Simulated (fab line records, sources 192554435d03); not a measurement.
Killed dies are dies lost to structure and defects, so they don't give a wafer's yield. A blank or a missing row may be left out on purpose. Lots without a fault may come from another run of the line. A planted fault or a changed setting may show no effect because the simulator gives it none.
Chamber matching | flow n5_finfet | N5_BEOL_M1_ETCH_69 on rie_diel-03: 4 sister chambers
The step etches SiARC in CF4, target depth 15.6 nm, time 26 s. 8 wafers are shown with their chamber, then 8 later ones without.

WAFERS WITH THEIR CHAMBER
wafer  | chamber | showerhead_plenum_p_Torr (Torr) | drypump_motor_current_A (A)
L081.3 | 3       | 2.18                            | 5.4
L084.3 | 1       | 2.05                            | 6.1
L084.5 | 0       | 2.13                            | 5.6
L084.6 | 1       | 2.05                            | 6.1
L087.3 | 2       | 2.23                            | 5.0
L087.4 | 0       | 2.13                            | 5.5
L087.6 | 3       | 2.17                            | 5.4
L095.1 | 2       | 2.22                            | 5.0

WAFERS WITHOUT THEIR CHAMBER
wafer  | showerhead_plenum_p_Torr (Torr) | drypump_motor_current_A (A)
L095.4 | 2.12                            | 5.5
L095.6 | 2.05                            | 6.1
L097.1 | 2.12                            | 5.5
L097.2 | 2.17                            | 5.4
L097.6 | 2.05                            | 6.1
L096.1 | 2.17                            | 5.3
L096.3 | 2.22                            | 5.0
L096.6 | 2.12                            | 5.6

WHICH CHAMBER EACH WENT THROUGH
wafer  | from the rows above | in truth
L095.4 | 0                   | 0
L095.6 | 1                   | 1
L097.1 | 0                   | 0
L097.2 | 3                   | 3
L097.6 | 1                   | 1
L096.1 | 3                   | 3
L096.3 | 2                   | 2
L096.6 | 0                   | 0
Placed correctly: 8 of 8. Can't be placed from these rows: 0. Placed wrongly: 0.
How it was worked out, from the rows above alone: a wafer's distance from a chamber is the root of the sum, over the readings, of the square of ((its reading less the chamber's mean) divided by the reading's scatter). The wafer belongs to the nearest chamber; if the next one is less than 2 further off, it can't be placed. A chamber's mean is the mean of its shown wafers. The scatter: the root of (the sum of the squares of (reading less its chamber's mean) over the shown wafers, divided by (wafers less chambers)).
